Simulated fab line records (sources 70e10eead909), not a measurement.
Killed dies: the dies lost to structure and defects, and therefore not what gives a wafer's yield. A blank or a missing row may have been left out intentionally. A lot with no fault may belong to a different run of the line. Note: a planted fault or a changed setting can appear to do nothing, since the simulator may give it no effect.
Which of the tools did it? -- flow nand-harc -- 14 lots, 42 wafers sampled, at 2 steps of a route of 1159

WHAT THE GAUGES READ, wafer by wafer
NHARC_A_CHANNEL_HOLE_D1_CD_MEAS_18. Usual: cd-nm at 99.2 nm, with a standard deviation of 1.5.
lot,measured,on,cd-nm (nm),flag
L811,day 8 04:15,cd-sem-02,101.1 99.9 101.1,
L813,day 8 16:33,cd-sem-01,98.2 99.3 99.8,
L812,day 8 17:43,cd-sem-02,98.8 96.6 99.1,
L814,day 9 03:35,cd-sem-01,100.3 100.7 100.3,
L815,day 9 08:07,cd-sem-01,98.5 99.9 98.2,
L816,day 9 08:17,cd-sem-03,99.0 97.3 100.1,
L817,day 9 22:16,cd-sem-02,100.4 98.4 101.8,
L818,day 9 22:25,cd-sem-03,102.5 99.7 99.8,
L819,day 10 14:29,cd-sem-02,96.2 94.9 98.9,
L821,day 11 07:09,cd-sem-02,99.0 97.8 98.1,
L825,day 11 20:40,cd-sem-02,99.5 98.5 100.5,
L826,day 12 03:38,cd-sem-01,101.7 99.6 98.7,
L831,day 13 07:02,cd-sem-03,97.8 98.0 101.1,
L832,day 13 11:17,cd-sem-03,97.8 100.6 98.7,

WHICH TOOL RAN EACH LOT (tool, then ch and the chambers of the sampled wafers, then the start)
lot,NHARC_A_CHANNEL_HOLE_D1_ETCH_34
L811,"rie-diel-03 ch 1,2, day 8 03:34"
L813,"rie-diel-12 ch 0,2,3, day 8 15:53"
L812,"rie-diel-07 ch 0,1,3, day 8 17:03"
L814,"rie-diel-03 ch 0,3, day 9 02:55"
L815,"rie-diel-03 ch 2,3, day 9 07:26"
L816,"rie-diel-12 ch 0,1,2, day 9 07:36"
L817,"rie-diel-03 ch 2,3, day 9 21:36"
L818,"rie-diel-12 ch 0,1,3, day 9 21:44"
L819,"rie-diel-03 ch 0,1,3, day 10 13:48"
L821,"rie-diel-07 ch 1,2, day 11 06:29"
L825,"rie-diel-03 ch 0,2,3, day 11 19:59"
L826,"rie-diel-03 ch 0,2,3, day 12 02:58"
L831,"rie-diel-07 ch 0,1,3, day 13 06:23"
L832,"rie-diel-12 ch 0,1,2, day 13 10:37"
- NHARC_A_CHANNEL_HOLE_D1_ETCH_34: etches the open film in CF4/CHF3, target depth 154 nm, time 77 s.

AS READ BY THE TOOLS THEMSELVES (means over the sampled wafers that have a number; for cases with no such wafer, the mark the record gives instead)
NHARC_A_CHANNEL_HOLE_D1_ETCH_34. Usual: drypump-motor-current-A 5.4 A, standard deviation 0.33; oes-product-au 0.946 a.u., standard deviation 0.023; rf-vpp-V 372.3 V, standard deviation 1.7; run-length-s 98.2 s, standard deviation 0.41; showerhead-plenum-p-Torr 1.62 Torr, standard deviation 0.045; throttle-valve-pct 16.803 %, standard deviation 0.0087.
lot,tool,drypump-motor-current-A (A),oes-product-au (a.u.),rf-vpp-V (V),run-length-s (s),showerhead-plenum-p-Torr (Torr),throttle-valve-pct (%),flag
L811,rie-diel-03,5.5,0.926,372.8,97.9,1.63,16.797,
L813,rie-diel-12,5.4,0.939,373.6,98.5,1.66,16.806,
L812,rie-diel-07,6.0,0.939,371.9,98.2,1.61,16.791,
L814,rie-diel-03,5.1,0.922,372.1,98.5,1.61,16.799,
L815,rie-diel-03,5.1,0.927,373.3,98.1,1.65,16.814,
L816,rie-diel-12,5.6,0.929,373.0,98.2,1.66,16.802,
L817,rie-diel-03,5.3,0.972,373.1,98.1,1.64,16.806,
L818,rie-diel-12,5.3,0.983,372.8,98.2,1.64,16.804,
L819,rie-diel-03,5.3,0.968,371.9,98.5,1.60,16.802,
L821,rie-diel-07,5.6,0.978,370.3,97.7,1.57,16.801,
L825,rie-diel-03,5.2,0.962,372.3,96.3,1.61,16.807,OFF
L826,rie-diel-03,5.2,0.964,372.0,96.1,1.61,16.799,OFF
L831,rie-diel-07,6.0,0.924,372.2,98.4,1.60,16.812,
L832,rie-diel-12,5.6,0.922,373.5,97.9,1.65,16.799,

THE ANSWER, worked out from the rows above alone
Rule: take the mean of a lot's wafers that have a number; if it is more than 3 standard deviations from the usual mean, the lot is off. A lot without any number at a reading at which 4 lots or more have one is off too. Where the step has rows for the other lots, those lots are counted as sound. After the gauges, taken in route order, come the tools' own readings; for these a lot's mean is taken, as printed above. The first step at which some lot is off is used, and at that step the reading that is off furthest; a lot without a number counts as furthest.
Off: L825, L826 (NHARC_A_CHANNEL_HOLE_D1_ETCH_34, run-length-s).
If a tool, at that step or one of the process steps before it, ran each lot that is off and ran no sound lot following the first of them, it fits. One candidate fits, namely rie-diel-03 at NHARC_A_CHANNEL_HOLE_D1_ETCH_34. Its last sound lot is L819 (day 10 13:48), its first lot that is off L825 (day 11 19:59): a fault that began between those two fits.
The tool's own readings at NHARC_A_CHANNEL_HOLE_D1_ETCH_34 bear it out: on the lots that are off they differ by more than 5 times the standard deviation of the sound lots' means. run-length-s reads 96.2 s there against 98.2 s on the sound lots.

WHAT THE SIMULATOR HAD INSERTED
rie-diel-03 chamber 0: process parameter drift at NHARC_A_CHANNEL_HOLE_D1_ETCH_34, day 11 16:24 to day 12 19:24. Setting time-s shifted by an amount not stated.
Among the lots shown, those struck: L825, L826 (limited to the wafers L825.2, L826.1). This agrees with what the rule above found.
